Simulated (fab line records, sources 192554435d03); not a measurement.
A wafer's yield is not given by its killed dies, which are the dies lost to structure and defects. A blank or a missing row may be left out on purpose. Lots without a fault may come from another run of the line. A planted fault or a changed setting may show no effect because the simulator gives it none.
Chamber matching	flow n5 finfet	N5_BEOL_M8_CURE_74 on uv cure-01 has 3 sister chambers
The step cures SiCOH lowk, time 240 s. 6 wafers are shown with their chamber, then 7 later ones without.

== WAFERS PAIRED WITH THEIR CHAMBERS ==
wafer	chamber	wafer_temp_C_max	lamp power pct (%)
L081.3	1	386.2	52.22
L081.5	1	386.0	52.39
L085.5	2	386.7	52.27
L085.6	2	386.7	52.30
L090.3	0	387.1	52.33
L090.5	0	386.7	52.28

== WAFERS MISSING THEIR CHAMBER ==
wafer	wafer_temp_C_max	lamp power pct (%)
L090.6	386.8	52.45
L094.1	386.5	52.37
L094.2	386.0	52.21
L094.6	386.3	52.32
L096.1	386.0	52.20
L096.2	386.1	52.45
L096.6	386.1	52.23

== EACH ONE'S CHAMBER ==
wafer	from the rows above	in truth
L090.6	can't be placed: 0 or 2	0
L094.1	can't be placed: 2 or 0 or 1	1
L094.2	1	1
L094.6	can't be placed: 1 or 2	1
L096.1	1	1
L096.2	1	1
L096.6	1	1
Correct placement for 4 of the 7. These rows do not allow placing 3 (true chamber among the candidates in 3). 0 placed wrongly.
How it was worked out, from the rows above alone: a wafer's distance from a chamber is the root of the sum, over the readings, of the square of ((its reading less the chamber's mean) divided by the reading's scatter). If the next closest chamber is less than 2 further off than the closest, the wafer can't be placed; otherwise it belongs to the closest. A chamber's mean is the mean of its shown wafers. The scatter: take each reading less its chamber's mean, square it, sum over the shown wafers, divide by the number of wafers less the number of chambers, and take the root.
